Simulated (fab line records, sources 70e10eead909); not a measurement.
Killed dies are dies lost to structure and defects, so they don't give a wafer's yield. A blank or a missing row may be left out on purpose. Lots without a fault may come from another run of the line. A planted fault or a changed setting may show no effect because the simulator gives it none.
Which tool did it? | flow nand_harc | 12 lots, 36 wafers sampled, at 5 steps of a route of 1159

WHAT THE GAUGES READ, wafer by wafer
NHARC_END_SORT_01.
lot  | measured     | on        | killed_at_array | killed_at_other | killed_at_periphery | killed_dies | killed_open | killed_short
L509 | day 20 10:50 | prober-01 | 10 11 14        | 0 0 1           | 2 8 4               | 12 19 19    | 1 4 5       | 0 5 1
L510 | day 19 19:05 | prober-02 | 23 27 24        | 0 1 0           | 2 2 1               | 25 30 25    | 4 5 2       | 2 2 3
L511 | day 20 11:32 | prober-02 | 13 14 22        | 0 0 0           | 7 4 0               | 20 18 22    | 4 2 1       | 2 1 4
L512 | day 20 03:46 | prober-02 | 31 18 26        | 0 0 0           | 6 3 4               | 37 21 30    | 7 2 5       | 4 1 2
L513 | day 19 19:56 | prober-01 | 25 40 32        | 1 1 0           | 1 1 1               | 27 42 33    | 1 3 2       | 0 1 1
L515 | day 20 18:35 | prober-02 | 31 33 40        | 0 0 1           | 5 2 6               | 36 35 47    | 3 2 3       | 0 2 4
L520 | day 21 18:31 | prober-01 | 27 31 26        | 0 0 1           | 0 2 0               | 27 33 27    | 1 3 0       | 1 0 1
L521 | day 22 12:25 | prober-02 | 16 13 12        | 0 0 0           | 3 1 3               | 19 14 15    | 5 0 4       | 2 1 2
L527 | day 23 21:23 | prober-01 | 24 21 17        | 0 1 0           | 0 5 4               | 24 27 21    | 4 11 6      | 2 0 1
L531 | day 24 10:47 | prober-01 | 22 34 29        | 1 2 0           | 7 1 2               | 30 37 31    | 4 1 3       | 3 2 0
L532 | day 25 15:06 | prober-02 | 23 27 21        | 2 0 1           | 3 7 7               | 28 34 29    | 1 5 6       | 1 2 1

WHICH TOOL RAN EACH LOT (tool, then ch and the chambers of the sampled wafers, then the start)
lot  | NHARC_P_STI_ETCH_42               | NHARC_P_STI_ETCH_15             | NHARC_P_GATE_HM_DEP_102       | NHARC_P_GATE_ETCH_104
L509 | rie_diel-09 ch 0,1,3, day 2 15:48 | rie_si-03 ch 1,2, day 2 15:59   | acl_dep-02 ch 0, day 4 18:57  | rie_diel-10 ch 0,2,3, day 4 20:35
L510 | rie_diel-05 ch 0,1,2, day 2 15:59 | rie_si-01 ch 0,3, day 2 16:10   | acl_dep-03 ch 0, day 4 18:47  | rie_diel-11 ch 1,2,3, day 4 20:24
L511 | rie_diel-05 ch 0,3, day 3 04:00   | rie_si-06 ch 1,2,3, day 3 04:14 | acl_dep-03 ch 0, day 5 11:11  | rie_diel-10 ch 0,1,3, day 5 12:56
L512 | rie_diel-05 ch 1,2,3, day 3 04:10 | rie_si-03 ch 0,1,2, day 3 04:22 | acl_dep-01 ch 0, day 5 11:11  | rie_diel-10 ch 0,1,2, day 5 12:34
L513 | rie_diel-06 ch 0,2, day 3 12:18   | rie_si-06 ch 2,3, day 3 12:29   | acl_dep-02 ch 0, day 5 11:11  | rie_diel-10 ch 1,2, day 5 12:55
L514 | rie_diel-09 ch 0,3, day 3 17:17   | rie_si-03 ch 1,2,3, day 3 17:30 | acl_dep-02 ch 0, day 6 00:55  | rie_diel-10 ch 0,2,3, day 6 03:34
L515 | rie_diel-05 ch 0,1,3, day 4 00:31 | rie_si-06 ch 2,3, day 4 00:43   | acl_dep-02 ch 0, day 6 01:21  | rie_diel-11 ch 0,1, day 6 02:50
L520 | rie_diel-06 ch 0,1, day 5 04:55   | rie_si-01 ch 0,1,3, day 5 05:07 | acl_dep-02 ch 0, day 7 11:22  | rie_diel-11 ch 2,3, day 7 15:18
L521 | rie_diel-05 ch 0,2, day 5 13:02   | rie_si-06 ch 0,1,3, day 5 13:16 | acl_dep-03 ch 0, day 8 00:46  | rie_diel-08 ch 0,1, day 8 02:02
L527 | rie_diel-05 ch 0,2,3, day 7 05:46 | rie_si-03 ch 0,1,3, day 7 05:57 | acl_dep-02 ch 0, day 9 10:52  | rie_diel-08 ch 0,1, day 9 12:17
L531 | rie_diel-09 ch 0,2, day 7 20:23   | rie_si-06 ch 0,3, day 7 20:35   | acl_dep-02 ch 0, day 9 22:21  | rie_diel-10 ch 0,1,3, day 9 23:54
L532 | rie_diel-05 ch 0,1, day 8 07:02   | rie_si-06 ch 0,2,3, day 8 07:16 | acl_dep-02 ch 0, day 10 10:02 | rie_diel-08 ch 1,2, day 10 11:32
- NHARC_P_STI_ETCH_42: etches the open film in N2/H2, target depth 80 nm, overetch 24 nm, time 61 s.
- NHARC_P_STI_ETCH_15: etches the open film in HBr/Cl2, target depth 300 nm, time 100.1 s.
- NHARC_P_GATE_HM_DEP_102: deposits aC, target thk 120 nm.
- NHARC_P_GATE_ETCH_104: etches the open film in CF4/CHF3, target depth 60 nm.

WHAT THE TOOLS THEMSELVES READ (means of the sampled wafers that have a number; where no wafer has one, the mark that the record gives instead)
NHARC_P_STI_ETCH_42.
lot  | tool        | drypump_motor_current_A (A) | oes_product_au (a.u.) | rf_vpp_V (V) | showerhead_plenum_p_Torr (Torr) | throttle_valve_pct (%)
L509 | rie_diel-09 | 5.6                         | 0.992                 | 430.5        | 2.02                            | 14.177
L510 | rie_diel-05 | 6.2                         | 0.990                 | 430.6        | 2.05                            | 14.160
L511 | rie_diel-05 | 5.8                         | 0.995                 | 429.0        | 2.00                            | 14.174
L512 | rie_diel-05 | 6.3                         | 0.989                 | 430.4        | 2.06                            | 14.171
L513 | rie_diel-06 | 5.7                         | 1.007                 | 432.1        | 2.07                            | 14.170
L514 | rie_diel-09 | 5.7                         | 0.999                 | 429.0        | 1.97                            | 14.174
L515 | rie_diel-05 | 6.1                         | 0.987                 | 430.9        | 2.03                            | 14.164
L520 | rie_diel-06 | 5.9                         | 1.019                 | 429.8        | 2.02                            | 14.173
L521 | rie_diel-05 | 6.3                         | 1.008                 | 429.7        | 2.02                            | 14.177
L527 | rie_diel-05 | 6.0                         | 0.994                 | 428.6        | 2.01                            | 14.171
L531 | rie_diel-09 | 5.2                         | 1.000                 | 430.0        | 2.06                            | 14.172
L532 | rie_diel-05 | 6.0                         | 0.999                 | 429.1        | 2.02                            | 14.171

NHARC_P_STI_ETCH_15.
lot  | tool      | drypump_motor_current_A (A) | hbr_flow_sccm (sccm) | oes_product_au (a.u.) | throttle_valve_pct (%)
L509 | rie_si-03 | 5.3                         | 149.7                | 1.000                 | 26.394
L510 | rie_si-01 | 5.9                         | 149.8                | 1.011                 | 26.398
L511 | rie_si-06 | 5.8                         | 149.8                | 1.004                 | 26.403
L512 | rie_si-03 | 5.2                         | 149.6                | 0.995                 | 26.414
L513 | rie_si-06 | 5.4                         | 150.2                | 0.998                 | 26.401
L514 | rie_si-03 | 5.5                         | 150.0                | 0.999                 | 26.405
L515 | rie_si-06 | 5.8                         | 149.9                | 1.004                 | 26.409
L520 | rie_si-01 | 5.7                         | 149.9                | 1.002                 | 26.400
L521 | rie_si-06 | 5.9                         | 150.2                | 0.998                 | 26.412
L527 | rie_si-03 | 5.3                         | 149.6                | 0.993                 | 26.406
L531 | rie_si-06 | 5.9                         | 149.9                | 0.993                 | 26.399
L532 | rie_si-06 | 5.6                         | 149.7                | 1.002                 | 26.407

NHARC_P_GATE_HM_DEP_102.
lot  | tool       | throttle_valve_pct (%)
L509 | acl_dep-02 | 35.005
L510 | acl_dep-03 | 35.005
L511 | acl_dep-03 | 34.997
L512 | acl_dep-01 | 35.001
L513 | acl_dep-02 | 35.009
L514 | acl_dep-02 | 35.002
L515 | acl_dep-02 | 35.007
L520 | acl_dep-02 | 35.001
L521 | acl_dep-03 | 35.005
L527 | acl_dep-02 | 35.001
L531 | acl_dep-02 | 35.009
L532 | acl_dep-02 | 35.002

NHARC_P_GATE_ETCH_104.
lot  | tool        | drypump_motor_current_A (A) | oes_product_au (a.u.) | rf_vpp_V (V) | showerhead_plenum_p_Torr (Torr) | throttle_valve_pct (%)
L509 | rie_diel-10 | 5.6                         | 0.968                 | 371.6        | 1.61                            | 16.794
L510 | rie_diel-11 | 6.3                         | 0.950                 | 371.5        | 1.60                            | 16.801
L511 | rie_diel-10 | 5.5                         | 0.933                 | 370.3        | 1.57                            | 16.805
L512 | rie_diel-10 | 5.3                         | 0.927                 | 370.7        | 1.57                            | 16.810
L513 | rie_diel-10 | 5.2                         | 0.926                 | 371.2        | 1.58                            | 16.797
L514 | rie_diel-10 | 5.5                         | 0.931                 | 371.7        | 1.61                            | 16.799
L515 | rie_diel-11 | 6.1                         | 0.966                 | 370.3        | 1.54                            | 16.809
L520 | rie_diel-11 | 6.3                         | 0.935                 | 371.3        | 1.61                            | 16.798
L521 | rie_diel-08 | 6.0                         | 0.928                 | 371.7        | 1.60                            | 16.800
L527 | rie_diel-08 | 6.0                         | 0.960                 | 372.0        | 1.60                            | 16.804
L531 | rie_diel-10 | 5.5                         | 0.949                 | 370.9        | 1.56                            | 16.805
L532 | rie_diel-08 | 6.3                         | 0.930                 | 372.3        | 1.60                            | 16.790

THE ANSWER, worked out from the rows above alone
Rule: what is usual is taken from the lots themselves. Put in order of their means at a reading, lots are off if they are a third of the lots or fewer, leave a main group of 4 or more, and stand apart from it by a gap of 3 or more times the standard deviation of the main group's means; of several such gaps the widest counts. A main group whose means are all the same, to the digits that the tables above print for the reading, isn't used. A lot without any number at a reading at which 4 lots or more have one is off too. The other lots that the step has rows for count as sound. The gauges are gone through in route order, then the tools' own readings, and for those a lot's mean is taken as printed above. The first step at which some lot is off is used, and at that step the reading that is off furthest; a lot without a number counts as furthest.
No lot is off at any reading shown: from this, nothing can be told.

WHAT THE SIMULATOR HAD PUT IN
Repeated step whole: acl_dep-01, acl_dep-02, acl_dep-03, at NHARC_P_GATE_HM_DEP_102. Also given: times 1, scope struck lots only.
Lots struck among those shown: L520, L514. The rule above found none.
